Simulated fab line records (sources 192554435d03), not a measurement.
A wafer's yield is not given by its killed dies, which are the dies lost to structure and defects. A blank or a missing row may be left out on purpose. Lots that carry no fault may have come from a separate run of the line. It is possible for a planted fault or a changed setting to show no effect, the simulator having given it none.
What tool caused it? ; flow n5_finfet ; Sampling: 12 lots, 36 wafers, 3 of 1938 route steps

## WHAT THE GAUGES SHOWED, per wafer
N5_BEOL_M7_CD_MEAS_18: pitch 80 nm, target cd 40 nm.
lot;measured;on;cd_nm (nm)
L076;day 9 17:59;cd_sem-01;40.6 39.0 40.3
L078;day 10 15:22;cd_sem-01;39.1 39.4 39.0
L083;day 11 14:47;cd_sem-03;40.0 39.6 40.3
L081;day 11 20:34;cd_sem-03;39.6 39.6 39.2
L082;day 12 11:50;cd_sem-01;39.7 39.5 39.4
L087;day 12 13:11;cd_sem-01;40.1 40.3 40.5
L086;day 13 07:43;cd_sem-03;39.9 39.1 38.7
L088;day 13 12:40;cd_sem-01;40.4 40.4 40.1
L091;day 14 11:04;cd_sem-02;39.6 39.9 39.7
L093;day 14 16:38;cd_sem-01;40.2 40.1 40.1
L094;day 14 20:28;cd_sem-03;40.4 40.0 40.3
L097;day 15 20:07;cd_sem-03;39.9 39.6 39.8

## EACH LOT AND THE TOOL THAT RAN IT (in order: tool; ch and the chambers of the sampled wafers; start)
lot;N5_BEOL_M6_PRE_CLEAN_45;N5_BEOL_M7_CURE_74
L076;pvd_sputter-03, day 9 11:53;uv_cure-01 ch 0, day 9 13:47
L078;pvd_sputter-02, day 10 09:49;uv_cure-01 ch 1, day 10 11:43
L083;pvd_sputter-02, day 11 10:46;uv_cure-02 ch 2, day 11 12:23
L081;pvd_sputter-02, day 11 14:13;uv_cure-03 ch 2, day 11 16:50
L082;pvd_sputter-02, day 12 06:49;uv_cure-01 ch 2, day 12 08:51
L087;pvd_sputter-01, day 12 07:56;uv_cure-01 ch 2, day 12 09:45
L086;pvd_sputter-02, day 13 02:16;uv_cure-02 ch 0, day 13 04:48
L088;pvd_sputter-01, day 13 08:25;uv_cure-02 ch 1, day 13 10:25
L091;pvd_sputter-02, day 14 05:51;uv_cure-01 ch 1, day 14 08:28
L093;pvd_sputter-03, day 14 10:08;uv_cure-01 ch 1, day 14 13:45
L094;pvd_sputter-02, day 14 16:05;uv_cure-02 ch 2, day 14 18:42
L097;pvd_sputter-03, day 15 14:12;uv_cure-01 ch 2, day 15 16:10
- N5_BEOL_M6_PRE_CLEAN_45: time 30 s.
- N5_BEOL_M7_CURE_74: cures SiCOH lowk, time 240 s.

## THE ANSWER, worked out from the rows above alone
Rule: the usual values come from the lots themselves. Put in order of their means at a reading, lots are off if they are a third of the lots or fewer, leave a main group of 4 or more, and stand apart from it by a gap of 3 or more times the standard deviation of the main group's means; of several such gaps the widest counts. Not used: any main group whose means are identical at the precision the tables above print for the reading. Also off: a lot with no number at a reading for which 4 or more lots have one. All remaining lots with rows at the step are treated as sound.
Nothing can be told from this: no lot is off at any reading shown.

## WHAT HAD BEEN PUT IN BY THE SIMULATOR
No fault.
